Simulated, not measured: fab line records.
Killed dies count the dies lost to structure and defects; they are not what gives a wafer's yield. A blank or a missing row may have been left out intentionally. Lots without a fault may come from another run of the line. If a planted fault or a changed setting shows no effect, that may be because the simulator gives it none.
Matching of chambers	flow nand harc	NHARC_A_WL_FILL_STRIP_29 on rie diel-12 has 4 sister chambers
The step strips in O2, time 20 s. 4 wafers are shown with their chamber, then 9 later ones without.

== EACH WAFER AND ITS CHAMBER ==
wafer	chamber	rf vpp V (V)
L079.6	3	57.7
L083.3	2	57.9
L083.5	0	57.0
L083.6	1	59.5

== WAFERS WHOSE CHAMBER IS MISSING ==
wafer	rf vpp V (V)
L086.1	58.0
L086.4	55.7
L086.5	58.0
L095.2	58.1
L095.4	59.4
L095.6	57.3
L097.1	57.3
L097.4	56.8
L097.5	58.0

== EACH ONE'S CHAMBER ==
wafer	from the rows above	in truth
L086.1	can't be placed: 2 or 3 or 0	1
L086.4	can't be placed: 0 or 3 or 2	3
L086.5	can't be placed: 2 or 3 or 0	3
L095.2	can't be placed: 2 or 3 or 0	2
L095.4	1	1
L095.6	can't be placed: 0 or 3 or 2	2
L097.1	can't be placed: 0 or 3 or 2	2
L097.4	can't be placed: 0 or 3 or 2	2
L097.5	can't be placed: 2 or 3 or 0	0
Placed correctly: 1 of 9. Not placeable from these rows: 8 (in 7, the candidates include the true chamber). 0 placed wrongly.
How it was worked out, from the rows above alone: a wafer's distance from a chamber is the root of the sum, over the readings, of the square of ((its reading less the chamber's mean) divided by the reading's scatter). The wafer belongs to the nearest chamber; if the next one is less than 2 further off, it can't be placed. A chamber's mean is the mean of its shown wafers. The scatter: with one shown wafer a chamber, the root of the mean of the squares of how far each hidden wafer lies from its nearest shown one.
